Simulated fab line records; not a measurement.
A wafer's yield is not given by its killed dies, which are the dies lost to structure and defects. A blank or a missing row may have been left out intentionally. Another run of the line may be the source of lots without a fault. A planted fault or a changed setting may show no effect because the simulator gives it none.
Matching of chambers | flow n5 finfet | 4 sister chambers for N5_BEOL_M5_DESCUM_16 on rie diel-06
The step chemistry O2, time 7 s. 7 wafers are shown with their chamber, then 8 later ones without.

== WAFERS, EACH WITH ITS CHAMBER ==
wafer  | chamber | showerhead plenum p Torr (Torr) | throttle valve pct (%)
L081.5 | 2       | 2.05                            | 20.03
L090.6 | 3       | 2.06                            | 20.42
L089.5 | 0       | 2.19                            | 20.14
L091.1 | 2       | 2.04                            | 20.04
L091.2 | 1       | 2.07                            | 20.56
L091.3 | 0       | 2.19                            | 20.17
L087.1 | 1       | 2.07                            | 20.56

== WAFERS MISSING THEIR CHAMBER ==
wafer  | showerhead plenum p Torr (Torr) | throttle valve pct (%)
L087.2 | 2.05                            | 20.43
L087.3 | 2.04                            | 20.06
L093.2 | 2.05                            | 20.41
L093.3 | 2.07                            | 20.58
L093.6 | 2.18                            | 20.16
L086.3 | 2.04                            | 20.06
L086.4 | 2.07                            | 20.59
L086.5 | 2.18                            | 20.19

== THE CHAMBER EACH PASSED THROUGH ==
wafer  | from the rows above | in truth
L087.2 | 3                   | 3
L087.3 | 2                   | 2
L093.2 | 3                   | 3
L093.3 | 1                   | 1
L093.6 | 0                   | 0
L086.3 | 2                   | 2
L086.4 | 1                   | 1
L086.5 | 0                   | 0
Correctly placed: 8 of 8. Number that these rows cannot place: 0. 0 placed wrongly.
How it was worked out, from the rows above alone: a wafer's distance from a chamber is the root of the sum, over the readings, of the square of ((its reading less the chamber's mean) divided by the reading's scatter). If the next closest chamber is less than 2 further off than the closest, the wafer can't be placed; otherwise it belongs to the closest. The mean given for a chamber averages the wafers shown for that chamber. The scatter is the square root of a quotient: the sum, over the shown wafers, of each reading's squared deviation from its chamber's mean, divided by wafers minus chambers.
